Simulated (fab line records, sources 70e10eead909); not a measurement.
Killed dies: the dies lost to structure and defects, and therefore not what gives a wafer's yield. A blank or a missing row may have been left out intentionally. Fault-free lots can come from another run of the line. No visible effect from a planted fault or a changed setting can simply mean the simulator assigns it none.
fab line records + flow nand_harc
[record]
- lots = 10
- wafers = 30
- last_day = 33
route steps=1302 shown A_BONDPAD@1228 THIN_TSV@1262 END@1301
lots untouched by any fault: they come from a run of this same line in which no faults occurred
start_h: start of the lot's first displayed wafer, in hours after the record's first day + wait_h: how many hours have passed since the lot's step before this one + " unchanged from the row above + L1.1+2: one row covering several wafers at once + - value missing, or start not given + * or withheld: withheld + < > ~ a bound
route shown NAME@n: NAME is a module with steps in the file, n the number in the route of the first one + usual: average and standard deviation across the fault-free wafers + same: alike in all rows + chamber/n: place in a boat + sites: each site's reading + _std_site: how widely they spread, as a standard deviation + _edge_site: mean of outer sites minus mean of inner sites + radius_mm: how far each site lies from the wafer's centre + mask NAME#n: copy n + behind: the most recent tool/chamber to have shaped the wafer + hold: the reason the lot was held/the length of the hold in hours/how it ended + device: which transistor (n, p or np) failed to switch + end of line: at the end of the route, the tests of the same wafers + a step given without rows: its recipe and nothing more + killed: count of dies lost to structure and defects at first sort (not the wafer's yield) + map: per-die view of a wafer (x killed, . not killed, _ where there is no die)
set.NAME: the setting that was run; set.NAME@STEP: the one run at that earlier step + model.NAME: the simulator's own value behind a step, which no gauge read
steps of the route over a sample of lots; a table a step, a row a wafer
services: the hour from which a tool's chamber was out of use, counted from the record's first day as start_h (under 0 if before that day), plus the number of hours and why
[[steps]]
[step NHARC_A_BONDPAD_PVD_27]
[recipe]
- target_thk_a = 300
- chamber_pressure_pa = 5
- power_w = 5000
- substrate_temp_c = 30
- time_s = 20.49
- material = Cu
[usual]
- substrate_temp_c = 30.00/0.11
- throttle_valve_pct = 30.0/0.62
| lot.wafer | tool           | chamber | start_h | wait_h | substrate_temp_c | throttle_valve_pct |
|-----------|----------------|---------|---------|--------|------------------|--------------------|
| L691.1    | pvd_sputter-01 | -       | -       | -      | 29.98            | 30.1               |
| L691.4    | "              | -       | "       | "      | 29.82            | 30.3               |
| L691.5    | "              | -       | "       | "      | 30.03            | 30.4               |
| L693.4    | pvd_sputter-03 | -       | -       | -      | 29.87            | 29.2               |
| L693.3    | "              | -       | "       | "      | 29.82            | 30.4               |
| L693.1    | "              | -       | "       | "      | 29.85            | 29.9               |
| L695.2    | pvd_sputter-01 | -       | -       | -      | 29.95            | 30.6               |
| L695.3    | "              | -       | "       | "      | 29.97            | 30.5               |
| L695.6    | "              | -       | "       | "      | 30.15            | 30.1               |
| L699.1    | pvd_sputter-03 | -       | -       | -      | 29.93            | 29.7               |
| L699.4    | "              | -       | "       | "      | 29.84            | 30.1               |
| L699.6    | "              | -       | "       | "      | 30.13            | 29.3               |
| L701.2    | pvd_sputter-02 | -       | -       | -      | 29.92            | 29.7               |
| L701.5    | "              | -       | "       | "      | 29.73            | 29.9               |
| L701.6    | "              | -       | "       | "      | 29.95            | 28.7               |
| L705.1    | pvd_sputter-03 | -       | -       | -      | 30.09            | 29.8               |
| L705.3    | "              | -       | "       | "      | 29.91            | 29.9               |
| L705.5    | "              | -       | "       | "      | 30.10            | 30.4               |
| L707.1    | pvd_sputter-01 | -       | -       | -      | 29.96            | 30.5               |
| L707.4    | "              | -       | "       | "      | 30.00            | 30.5               |
| L707.5    | "              | -       | "       | "      | 30.11            | 30.1               |
| L708.4    | pvd_sputter-01 | -       | -       | -      | 30.01            | 30.6               |
| L708.6    | "              | -       | "       | "      | 29.99            | 30.4               |
| L708.5    | "              | -       | "       | "      | 30.04            | 31.4               |
| L710.1    | pvd_sputter-03 | -       | -       | -      | 30.03            | 30.1               |
| L710.4    | "              | -       | "       | "      | 29.93            | 31.0               |
| L710.6    | "              | -       | "       | "      | 29.84            | 29.8               |
| L712.2    | pvd_sputter-03 | -       | -       | -      | 30.08            | 30.1               |
| L712.4    | "              | -       | "       | "      | 29.92            | 30.1               |
| L712.6    | "              | -       | "       | "      | 30.05            | 29.9               |
[step NHARC_THIN_TSV_ETCH_44]
[recipe]
- target_depth_a = 15942
- time_s = 797.1
- cf4_flow_sccm = 150
- o2_flow_sccm = 10
- ar_flow_sccm = 0
- rf_w = 300
- bias_w = 800
- chemistry = CF4/O2
[usual]
- drypump_motor_current_A = 5.7/0.43
- mfc_ar_sccm = 0.013/0.014
- o2_flow_sccm = 9.996/0.025
- oes_product_au = 1.002/0.0098
- rf_vpp_V = 794/4.6
- showerhead_plenum_p_Torr = 1.83/0.074
- throttle_valve_pct = 16.915/0.0086
| lot.wafer | tool        | chamber | start_h | wait_h | drypump_motor_current_A | mfc_ar_sccm | o2_flow_sccm | oes_product_au | rf_hours_counter_h | rf_vpp_V | showerhead_plenum_p_Torr | throttle_valve_pct |
|-----------|-------------|---------|---------|--------|-------------------------|-------------|--------------|----------------|--------------------|----------|--------------------------|--------------------|
| L691.1    | rie_diel-12 | 3       | 577.99  | 0.1    | 5.3                     | 0.034       | 10.047       | 1.013          | 6.8                | 789      | 1.71                     | 16.919             |
| L691.4    | "           | 1       | "       | "      | 5.5                     | 0           | 9.969        | 1.010          | 6.8                | 793      | 1.80                     | 16.913             |
| L691.5    | "           | 2       | "       | "      | 4.9                     | 0           | 9.994        | 1.011          | -                  | 796      | 1.87                     | 16.917             |
| L693.4    | rie_diel-12 | 1       | 582.98  | 0.1    | 5.5                     | 0           | 10.005       | 1.001          | 7.0                | 793      | 1.80                     | 16.919             |
| L693.3    | "           | 2       | "       | "      | 4.8                     | 0           | 9.998        | 1.012          | 7.2                | 797      | 1.87                     | 16.893             |
| L693.1    | "           | 0       | "       | "      | 5.8                     | 0.002       | 9.964        | 1.004          | 7.5                | 800      | 1.91                     | 16.897             |
| L695.2    | rie_diel-04 | 2       | 625.57  | 0.1    | 5.9                     | 0           | 9.968        | 1.005          | 4.9                | 789      | 1.76                     | 16.928             |
| L695.3    | "           | 3       | "       | "      | 5.4                     | 0           | 10.021       | 1.008          | 3.9                | 796      | 1.84                     | 16.927             |
| L695.6    | "           | 2       | "       | "      | 5.9                     | 0           | 9.968        | 1.024          | -                  | 790      | 1.76                     | 16.903             |
| L699.1    | rie_diel-12 | 1       | 684.43  | 0.2    | 5.5                     | 0           | 10.033       | 0.991          | 2.8                | 792      | 1.80                     | 16.910             |
| L699.4    | "           | 2       | "       | "      | 4.8                     | 0           | 10.051       | 1.018          | 2.5                | 797      | 1.86                     | 16.914             |
| L699.6    | "           | 0       | "       | "      | 5.8                     | 0.002       | 9.992        | 0.995          | -                  | 800      | 1.91                     | 16.923             |
| L701.2    | rie_diel-02 | 2       | 686.81  | 0.2    | 6.0                     | 0.025       | 9.984        | 1.004          | 5.0                | 789      | 1.76                     | 16.907             |
| L701.5    | "           | 1       | "       | "      | 5.8                     | 0.028       | 9.980        | 1.000          | -                  | 792      | 1.80                     | 16.906             |
| L701.6    | "           | 0       | "       | "      | 6.1                     | 0.019       | 10.001       | 0.986          | -                  | 797      | 1.87                     | 16.912             |
| L705.1    | rie_diel-12 | 3       | 707.17  | 0.2    | 5.3                     | 0.034       | 9.957        | 1.000          | 4.2                | 787      | 1.71                     | 16.918             |
| L705.3    | "           | 0       | "       | "      | 5.8                     | 0.002       | 10.004       | 0.999          | 4.2                | 799      | 1.91                     | 16.905             |
| L705.5    | "           | 2       | "       | "      | 4.9                     | 0           | 10.018       | 1.021          | -                  | 797      | 1.86                     | 16.916             |
| L707.4    | rie_diel-02 | 1       | 724.93  | 0.2    | 5.8                     | 0.028       | 10.010       | 0.998          | 6.4                | 793      | 1.80                     | 16.924             |
| L707.1    | "           | 2       | "       | "      | 6.0                     | 0.025       | 10.003       | 1.008          | 6.7                | 789      | 1.75                     | 16.910             |
| L707.5    | "           | 3       | "       | "      | 6.4                     | 0           | 10.003       | 1.011          | -                  | 801      | 1.94                     | 16.915             |
| L708.4    | rie_diel-04 | 1       | 747.12  | 0.2    | 6.0                     | 0.032       | 10.004       | 0.999          | 1.5                | 803      | 1.95                     | 16.916             |
| L708.6    | "           | 3       | "       | "      | 5.4                     | 0           | 10.010       | 0.999          | -                  | 795      | 1.83                     | 16.918             |
| L708.5    | "           | 0       | "       | "      | 5.4                     | 0.016       | 10.008       | 1.002          | -                  | 793      | 1.83                     | 16.904             |
| L710.1    | rie_diel-02 | 1       | 757.04  | 0.1    | 5.8                     | 0.028       | 10.005       | 1.004          | 0.1                | 791      | 1.80                     | 16.909             |
| L710.4    | "           | 2       | "       | "      | 6.0                     | 0.025       | 9.985        | 1.007          | 0.1                | 789      | 1.75                     | 16.926             |
| L710.6    | "           | 2       | "       | "      | 6.0                     | 0.025       | 10.018       | 1.008          | -                  | 788      | 1.75                     | 16.920             |
| L712.4    | rie_diel-02 | 1       | 783.68  | 0.1    | 5.8                     | 0.028       | 9.949        | 0.998          | 1.5                | 793      | 1.80                     | 16.911             |
| L712.2    | "           | 3       | "       | "      | 6.4                     | 0           | 9.987        | 1.006          | 1.1                | 799      | 1.94                     | 16.905             |
| L712.6    | "           | 0       | "       | "      | 6.1                     | 0.019       | 9.944        | 0.984          | -                  | 796      | 1.87                     | 16.902             |
[step NHARC_THIN_TSV_DEGAS_53]
[recipe]
- temp_c = 300
- time_s = 60
[usual]
- heater_power_w = 477/59
| lot.wafer | tool           | chamber | start_h | wait_h | heater_power_w |
|-----------|----------------|---------|---------|--------|----------------|
| L691.1    | pvd_sputter-03 | -       | 582.50  | 0.1    | 515            |
| L691.4    | "              | -       | "       | "      | 461            |
| L691.5    | "              | -       | "       | "      | 527            |
| L693.3    | pvd_sputter-03 | -       | 587.58  | 0.1    | 532            |
| L693.1    | "              | -       | "       | "      | 453            |
| L693.4    | "              | -       | "       | "      | 459            |
| L695.3    | pvd_sputter-03 | -       | 630.25  | 0.1    | 527            |
| L695.2    | "              | -       | "       | "      | 459            |
| L695.6    | "              | -       | "       | "      | 458            |
| L699.1    | pvd_sputter-02 | -       | 688.83  | 0.1    | 369            |
| L699.4    | "              | -       | "       | "      | 456            |
| L699.6    | "              | -       | "       | "      | 357            |
| L701.2    | pvd_sputter-02 | -       | 691.53  | 0.1    | 361            |
| L701.5    | "              | -       | "       | "      | 374            |
| L701.6    | "              | -       | "       | "      | 516            |
| L705.1    | pvd_sputter-02 | -       | 711.61  | 0.1    | 466            |
| L705.3    | "              | -       | "       | "      | 533            |
| L705.5    | "              | -       | "       | "      | 464            |
| L707.1    | pvd_sputter-02 | -       | 729.35  | 0.1    | 506            |
| L707.4    | "              | -       | "       | "      | 462            |
| L707.5    | "              | -       | "       | "      | 462            |
| L708.4    | pvd_sputter-03 | -       | 751.59  | 0.1    | 460            |
| L708.6    | "              | -       | "       | "      | 538            |
| L708.5    | "              | -       | "       | "      | 462            |
| L710.1    | pvd_sputter-02 | -       | 761.60  | 0.1    | 451            |
| L710.4    | "              | -       | "       | "      | 466            |
| L710.6    | "              | -       | "       | "      | 455            |
| L712.4    | pvd_sputter-01 | -       | 788.32  | 0.1    | 610            |
| L712.2    | "              | -       | "       | "      | 363            |
| L712.6    | "              | -       | "       | "      | 607            |
[step NHARC_END_WLT_00]
[usual]
- VT_DECK1_BOTTOM = 0.871/0.0078
- VT_DECK1_BOTTOM_INNER = 0.872/0.0074
- VT_DECK1_MEDIAN_NEAR_BOTTOM = 0.873/0.0072
- VT_DECK1_MEDIAN_NEAR_BOTTOM_INNER = 0.873/0.0072
- VT_DECK1_MIDDLE = 0.885/0.007
- VT_DECK1_MIDDLE_INNER = 0.885/0.0076
- VT_DECK1_TOP = 0.897/0.0074
- VT_DECK1_TOP_INNER = 0.897/0.0067
- VT_DECK2_BOTTOM = 0.871/0.0067
- VT_DECK2_BOTTOM_INNER = 0.871/0.0068
- VT_DECK2_MEDIAN_NEAR_BOTTOM = 0.873/0.0071
- VT_DECK2_MEDIAN_NEAR_BOTTOM_INNER = 0.873/0.0071
- VT_DECK2_MIDDLE = 0.884/0.0066
- VT_DECK2_MIDDLE_INNER = 0.884/0.0063
- VT_DECK2_TOP = 0.895/0.0064
- VT_DECK2_TOP_INNER = 0.896/0.0062
| lot.wafer | tool      | chamber | start_h | wait_h | VT_DECK1_BOTTOM | VT_DECK1_BOTTOM_INNER | VT_DECK1_MEDIAN_NEAR_BOTTOM | VT_DECK1_MEDIAN_NEAR_BOTTOM_INNER | VT_DECK1_MIDDLE | VT_DECK1_MIDDLE_INNER | VT_DECK1_TOP | VT_DECK1_TOP_INNER | VT_DECK2_BOTTOM | VT_DECK2_BOTTOM_INNER | VT_DECK2_MEDIAN_NEAR_BOTTOM | VT_DECK2_MEDIAN_NEAR_BOTTOM_INNER | VT_DECK2_MIDDLE | VT_DECK2_MIDDLE_INNER | VT_DECK2_TOP | VT_DECK2_TOP_INNER |
|-----------|-----------|---------|---------|--------|-----------------|-----------------------|-----------------------------|-----------------------------------|-----------------|-----------------------|--------------|--------------------|-----------------|-----------------------|-----------------------------|-----------------------------------|-----------------|-----------------------|--------------|--------------------|
| L691.1    | prober-01 | -       | 589.96  | 0.0    | 0.860           | 0.862                 | 0.861                       | 0.862                             | 0.883           | 0.865                 | 0.881        | 0.883              | 0.869           | 0.858                 | 0.873                       | 0.872                             | 0.876           | 0.882                 | 0.898        | 0.892              |
| L691.4    | "         | -       | 591.45  | 1.5    | 0.861           | 0.867                 | 0.874                       | 0.866                             | 0.872           | 0.874                 | 0.883        | 0.881              | 0.879           | 0.869                 | 0.874                       | 0.873                             | 0.877           | 0.882                 | 0.900        | 0.896              |
| L691.5    | "         | -       | "       | "      | 0.861           | 0.858                 | 0.861                       | 0.867                             | 0.875           | 0.876                 | 0.890        | 0.881              | 0.873           | 0.871                 | 0.880                       | 0.873                             | 0.881           | 0.878                 | 0.891        | 0.896              |
| L693.1    | prober-02 | -       | 597.95  | 0.1    | 0.882           | 0.877                 | 0.878                       | 0.879                             | 0.895           | 0.893                 | 0.910        | 0.903              | 0.881           | 0.883                 | 0.879                       | 0.880                             | 0.894           | 0.891                 | 0.899        | 0.895              |
| L693.3    | "         | -       | 598.95  | 1.1    | 0.872           | 0.878                 | 0.875                       | 0.871                             | 0.892           | 0.888                 | 0.900        | 0.910              | 0.875           | 0.868                 | 0.884                       | 0.885                             | 0.878           | 0.894                 | 0.899        | 0.902              |
| L693.4    | "         | -       | "       | "      | 0.877           | 0.875                 | 0.880                       | 0.879                             | 0.895           | 0.905                 | 0.904        | 0.904              | 0.877           | 0.868                 | 0.872                       | 0.874                             | 0.898           | 0.879                 | 0.897        | 0.903              |
| L695.2    | prober-02 | -       | 641.01  | 3.0    | 0.878           | 0.881                 | 0.880                       | 0.874                             | 0.892           | 0.894                 | 0.901        | 0.907              | 0.868           | 0.865                 | 0.863                       | 0.869                             | 0.877           | 0.872                 | 0.890        | 0.897              |
| L695.3    | "         | -       | "       | "      | 0.885           | 0.876                 | 0.883                       | 0.875                             | 0.887           | 0.888                 | 0.907        | 0.908              | 0.874           | 0.876                 | 0.878                       | 0.876                             | 0.880           | 0.884                 | 0.891        | 0.891              |
| L695.6    | "         | -       | 643.01  | 5.0    | 0.884           | 0.876                 | 0.879                       | 0.889                             | 0.896           | 0.899                 | 0.911        | 0.904              | 0.868           | 0.871                 | 0.865                       | 0.866                             | 0.880           | 0.875                 | 0.886        | 0.896              |
| L699.1    | prober-01 | -       | 698.10  | 0.0    | 0.880           | 0.883                 | 0.877                       | 0.881                             | 0.878           | 0.889                 | 0.900        | 0.893              | 0.869           | 0.864                 | 0.875                       | 0.867                             | 0.888           | 0.882                 | 0.895        | 0.891              |
| L699.4    | "         | -       | 699.57  | 1.5    | 0.870           | 0.874                 | 0.879                       | 0.870                             | 0.894           | 0.889                 | 0.896        | 0.904              | 0.866           | 0.869                 | 0.873                       | 0.871                             | 0.884           | 0.884                 | 0.893        | 0.896              |
| L699.6    | "         | -       | "       | "      | 0.870           | 0.875                 | 0.872                       | 0.870                             | 0.889           | 0.891                 | 0.887        | 0.897              | 0.881           | 0.879                 | 0.875                       | 0.872                             | 0.877           | 0.889                 | 0.897        | 0.888              |
| L701.2    | prober-01 | -       | 706.26  | 8.2    | 0.866           | 0.879                 | 0.875                       | 0.872                             | 0.888           | 0.892                 | 0.901        | 0.903              | 0.867           | 0.875                 | 0.873                       | 0.874                             | 0.889           | 0.885                 | 0.894        | 0.909              |
| L701.5    | "         | -       | 707.75  | 9.7    | 0.885           | 0.882                 | 0.881                       | 0.881                             | 0.889           | 0.891                 | 0.908        | 0.898              | 0.871           | 0.874                 | 0.889                       | 0.886                             | 0.888           | 0.886                 | 0.898        | 0.902              |
| L701.6    | "         | -       | "       | "      | 0.886           | 0.888                 | 0.882                       | 0.891                             | 0.891           | 0.895                 | 0.897        | 0.899              | 0.880           | 0.874                 | 0.870                       | 0.874                             | 0.896           | 0.890                 | 0.896        | 0.896              |
| L705.1    | prober-01 | -       | 718.77  | 0.0    | 0.878           | 0.880                 | 0.877                       | 0.874                             | 0.889           | 0.892                 | 0.897        | 0.894              | 0.875           | 0.879                 | 0.879                       | 0.880                             | 0.889           | 0.889                 | 0.896        | 0.894              |
| L705.3    | "         | -       | 719.77  | 1.0    | 0.870           | 0.875                 | 0.876                       | 0.866                             | 0.884           | 0.879                 | 0.894        | 0.890              | 0.867           | 0.868                 | 0.876                       | 0.870                             | 0.890           | 0.887                 | 0.898        | 0.899              |
| L705.5    | "         | -       | 720.77  | 2.0    | 0.864           | 0.868                 | 0.863                       | 0.865                             | 0.889           | 0.878                 | 0.894        | 0.893              | 0.874           | 0.878                 | 0.875                       | 0.876                             | 0.889           | 0.882                 | 0.896        | 0.897              |
| L707.1    | prober-02 | -       | 735.59  | 0.1    | 0.874           | 0.880                 | 0.883                       | 0.877                             | 0.886           | 0.880                 | 0.903        | 0.899              | 0.860           | 0.853                 | 0.856                       | 0.856                             | 0.880           | 0.882                 | 0.885        | 0.892              |
| L707.4    | "         | -       | 737.10  | 1.6    | 0.880           | 0.869                 | 0.869                       | 0.874                             | 0.886           | 0.889                 | 0.900        | 0.900              | 0.867           | 0.861                 | 0.858                       | 0.871                             | 0.873           | 0.878                 | 0.885        | 0.892              |
| L707.5    | "         | -       | "       | "      | 0.878           | 0.869                 | 0.872                       | 0.880                             | 0.892           | 0.885                 | 0.902        | 0.898              | 0.860           | 0.852                 | 0.866                       | 0.859                             | 0.870           | 0.878                 | 0.887        | 0.886              |
| L708.4    | prober-01 | -       | 760.21  | 1.5    | 0.879           | 0.877                 | 0.884                       | 0.885                             | 0.893           | 0.893                 | 0.906        | 0.903              | 0.874           | 0.882                 | 0.882                       | 0.877                             | 0.889           | 0.882                 | 0.907        | 0.901              |
| L708.5    | "         | -       | "       | "      | 0.886           | 0.885                 | 0.893                       | 0.888                             | 0.896           | 0.893                 | 0.912        | 0.902              | 0.869           | 0.865                 | 0.875                       | 0.875                             | 0.890           | 0.883                 | 0.900        | 0.896              |
| L708.6    | "         | -       | "       | "      | 0.879           | 0.881                 | 0.884                       | 0.881                             | 0.890           | 0.891                 | 0.901        | 0.900              | 0.863           | 0.868                 | 0.866                       | 0.865                             | 0.878           | 0.885                 | 0.896        | 0.894              |
| L710.1    | prober-02 | -       | 767.64  | 0.3    | 0.867           | 0.867                 | 0.869                       | 0.874                             | 0.886           | 0.884                 | 0.898        | 0.902              | 0.873           | 0.872                 | 0.879                       | 0.879                             | 0.890           | 0.892                 | 0.897        | 0.908              |
| L710.4    | "         | -       | 769.15  | 1.8    | 0.873           | 0.883                 | 0.876                       | 0.878                             | 0.887           | 0.886                 | 0.900        | 0.891              | 0.884           | 0.879                 | 0.881                       | 0.874                             | 0.884           | 0.901                 | 0.903        | 0.891              |
| L710.6    | "         | -       | 770.15  | 2.8    | 0.873           | 0.871                 | 0.874                       | 0.883                             | 0.883           | 0.891                 | 0.905        | 0.901              | 0.872           | 0.875                 | 0.874                       | 0.874                             | 0.891           | 0.885                 | 0.907        | 0.896              |
| L712.2    | prober-02 | -       | 796.15  | 0.6    | 0.870           | 0.870                 | 0.881                       | 0.873                             | 0.884           | 0.879                 | 0.887        | 0.901              | 0.876           | 0.869                 | 0.871                       | 0.878                             | 0.881           | 0.882                 | 0.899        | 0.898              |
| L712.4    | "         | -       | 797.16  | 1.6    | 0.870           | 0.866                 | 0.862                       | 0.866                             | 0.882           | 0.877                 | 0.895        | 0.898              | 0.879           | 0.888                 | 0.891                       | 0.892                             | 0.899           | 0.892                 | 0.901        | 0.898              |
| L712.6    | "         | -       | 798.17  | 2.6    | 0.880           | 0.878                 | 0.888                       | 0.868                             | 0.885           | 0.889                 | 0.895        | 0.894              | 0.878           | 0.873                 | 0.874                       | 0.870                             | 0.889           | 0.891                 | 0.905        | 0.910              |
[step NHARC_END_SORT_01]
[recipe]
- temp_c = 25
[usual]
- defect_limited_yield = 91.0/2.8
- killed_at_array = 56/18
- killed_at_other = 1.4/1.5
- killed_at_periphery = 4/3.1
- killed_dies = 61/19
- killed_open = 3.5/1.8
- killed_short = 2.4/1.4
[same]
- gross_dies = 677
| lot.wafer | tool      | chamber | start_h | wait_h | defect_limited_yield[%] | killed_at_array | killed_at_other | killed_at_periphery | killed_dies | killed_open | killed_short |
|-----------|-----------|---------|---------|--------|-------------------------|-----------------|-----------------|---------------------|-------------|-------------|--------------|
| L699.1    | prober-01 | 0       | 701.04  | 2.5    | 86.0                    | 82              | 1               | 12                  | 95          | 4           | 3            |
| L699.4    | prober-01 | 0       | 703.40  | 3.3    | 80.9                    | 63              | 59              | 7                   | 129         | 2           | 1            |
| L699.6    | prober-01 | 0       | 704.98  | 3.9    | 86.1                    | 82              | 0               | 12                  | 94          | 6           | 4            |
| L705.1    | prober-01 | 0       | 721.77  | 2.5    | 90.8                    | 54              | 1               | 7                   | 62          | 1           | 1            |
| L705.3    | prober-01 | 0       | 723.37  | 3.1    | 89.2                    | 68              | 3               | 2                   | 73          | 3           | 3            |
| L705.5    | prober-01 | 0       | 724.97  | 3.7    | 80.5                    | 63              | 62              | 7                   | 132         | 3           | 0            |
| L707.4    | prober-02 | 0       | 740.99  | 3.4    | 87.4                    | 83              | 0               | 2                   | 85          | 4           | 4            |
// killed by level:class
L699.1 A_CHANNEL_HOLE_D1:chamber_film_flake=32 A_SLIT:chamber_film_flake=27 A_CHANNEL_HOLE_D2:chamber_film_flake=9 A_CONTACT:chamber_film_flake=9 P_BONDPAD:chamber_film_flake=4 P_GATE:chamber_film_flake=3 P_GATE:geometric_particle:short=1 P_M2:geometric_particle:short=1
L699.4 THIN_TSV:unspecified=59 A_SLIT:chamber_film_flake=28 A_CHANNEL_HOLE_D1:chamber_film_flake=15 A_CHANNEL_HOLE_D2:chamber_film_flake=10 P_BONDPAD:chamber_film_flake=5 A_CONTACT:chamber_film_flake=5 A_ONON_D2:geometric_particle:open=1 A_CHANNEL_HOLE_D2:geometric_particle:short=1
L699.6 A_CHANNEL_HOLE_D1:chamber_film_flake=33 A_SLIT:chamber_film_flake=19 A_CHANNEL_HOLE_D2:chamber_film_flake=17 A_CONTACT:chamber_film_flake=8 P_BONDPAD:chamber_film_flake=3 A_BLC:geometric_particle:open=2 P_GATE:chamber_film_flake=2 P_GATE:geometric_particle:open=1
L705.1 A_SLIT:chamber_film_flake=28 A_CHANNEL_HOLE_D2:chamber_film_flake=17 P_GATE:chamber_film_flake=5 A_CHANNEL_HOLE_D1:chamber_film_flake=3 A_SGD_CUT:chamber_film_flake=2 A_WL_FILL:chamber_film_flake=2 P_M0:geometric_particle:open=1 STARTING-WAFER:geometric_particle:short=1
L705.3 A_SLIT:chamber_film_flake=31 A_CHANNEL_HOLE_D2:chamber_film_flake=16 A_CHANNEL_HOLE_D1:chamber_film_flake=10 A_CHANNEL_FILL_D2:chamber_film_flake=3 THIN_TSV:chamber_film_flake=2 P_CONTACT:geometric_particle:open=1 A_DECK1_JOINT:geometric_particle:open=1 A_WL_FILL:geometric_particle:short=1
L705.5 THIN_TSV:unspecified=61 A_SLIT:chamber_film_flake=28 A_CHANNEL_HOLE_D2:chamber_film_flake=18 A_CHANNEL_HOLE_D1:chamber_film_flake=11 P_GATE:chamber_film_flake=6 P_M0:geometric_particle:open=1 A_SOURCE_PLATE:geometric_particle:open=1 A_CHANNEL_FILL_D2:geometric_particle:open=1
L707.4 A_SLIT:chamber_film_flake=36 A_CHANNEL_HOLE_D1:chamber_film_flake=29 A_CONTACT:chamber_film_flake=4 A_STAIRCASE:chamber_film_flake=2 A_WL_FILL:chamber_film_flake=2 P_CONTACT:geometric_particle:short=1 A_DECK1_JOINT:geometric_particle:open=1 A_ONON_D2:geometric_particle:open=1
[[services]]
| tool           | chamber | start_h | hours | kind   |
|----------------|---------|---------|-------|--------|
| rie_diel-02    | 0       | 549.70  | -     | clean  |
| rie_diel-02    | 1       | 549.70  | -     | clean  |
| rie_diel-04    | 3       | 564.06  | 14.1  | repair |
| pvd_sputter-02 | -       | 565.36  | 3.0   | repair |
| rie_diel-02    | -       | 570.70  | 9.0   | pm     |
| pvd_sputter-01 | -       | 582.47  | 10.0  | pm     |
| pvd_sputter-02 | -       | 591.73  | 17.8  | repair |
| rie_diel-12    | 1       | 607.24  | 4.2   | repair |
| rie_diel-12    | 2       | 615.66  | 2.2   | repair |
| pvd_sputter-01 | -       | 620.81  | 5.6   | repair |
| rie_diel-12    | -       | 622.40  | 9.0   | pm     |
| pvd_sputter-02 | -       | 638.00  | 10.0  | pm     |
| rie_diel-12    | 2       | 674.00  | 2.5   | repair |
| rie_diel-02    | 1       | 675.58  | 3.3   | repair |
| rie_diel-02    | 3       | 680.60  | 6.8   | repair |
| pvd_sputter-02 | -       | 697.04  | 2.9   | repair |
| rie_diel-04    | 0       | 703.66  | 10.1  | repair |
| pvd_sputter-03 | -       | 704.07  | 10.0  | pm     |
| rie_diel-04    | -       | 709.61  | 9.0   | pm     |
| rie_diel-02    | -       | 747.70  | 9.0   | pm     |
| pvd_sputter-01 | -       | 752.76  | 1.7   | repair |
| pvd_sputter-01 | -       | 760.47  | 10.0  | pm     |
| rie_diel-12    | 1       | 767.01  | 2.5   | repair |
| rie_diel-04    | 2       | 768.89  | 2.6   | repair |
[[key]]
[first_sign]
- step = NHARC_END_SORT_01
- reading = killed_at_other
- direction = up
- sigmas = 40
- usual = 1.4
- struck = 60.5
[effect]
- step = NHARC_END_SORT_01
- reading = defect_limited_yield
- direction = down
- sigmas = 3.7
- usual = 91.0
- struck = 80.7
[more_kills_born_at]
- NHARC_THIN_TSV_ETCH_44@rie_diel-12 = 120
met_at NHARC_THIN_TSV_ETCH_44
struck_lots L699,L705
struck_wafers L699.4,L705.5
not_acting_at NHARC_A_BONDPAD_PVD_27,NHARC_THIN_TSV_DEGAS_53,NHARC_END_WLT_00
onset_between 582.98 684.43
[fault]
- kind = chamber_particle_source
- tool = rie_diel-12
- chamber = 2
- onset_h = 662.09
- steps = NHARC_THIN_TSV_ETCH_44
- rate_per_visit_cm2 = 1.5493
- end_h = 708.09
